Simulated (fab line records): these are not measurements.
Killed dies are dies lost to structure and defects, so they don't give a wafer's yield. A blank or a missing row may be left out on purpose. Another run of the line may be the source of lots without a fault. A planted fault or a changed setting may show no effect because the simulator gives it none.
What tool caused it? | flow nand harc | at 1 step of a route of 1302, 6 lots with 18 wafers sampled

WHAT THE GAUGES READ, wafer by wafer
NHARC_A_CHANNEL_FILL_D1_INSPECT_13.
lot  | measured     | on                | raw defect count
L802 | day 11 16:52 | defect inspect-02 | 329 329 264
L804 | day 13 08:05 | defect inspect-02 | 365 405 317
L808 | day 14 02:23 | defect inspect-02 | 229 557 614
L814 | day 16 12:21 | defect inspect-01 | 272 257 284
L820 | day 19 15:32 | defect inspect-02 | 356 340 268
L823 | day 20 04:29 | defect inspect-01 | 329 213 229

TOOL THAT RAN EACH LOT (tool first, then ch and the chambers of the sampled wafers, then the start)
The record holds no process step before these readings.

THE ANSWER, worked out from the rows above alone
Rule: the usual values come from the lots themselves. Put in order of their means at a reading, lots are off if they are a third of the lots or fewer, leave a main group of 4 or more, and stand apart from it by a gap of 3 or more times the standard deviation of the main group's means; of several such gaps the widest counts. Not used: any main group whose means are identical at the precision the tables above print for the reading. A lot without any number at a reading at which 4 lots or more have one is off too. All remaining lots with rows at the step are treated as sound.
Across all readings shown, no lot is off: no conclusion can be drawn from this.

WHAT THE SIMULATOR HAD INSERTED
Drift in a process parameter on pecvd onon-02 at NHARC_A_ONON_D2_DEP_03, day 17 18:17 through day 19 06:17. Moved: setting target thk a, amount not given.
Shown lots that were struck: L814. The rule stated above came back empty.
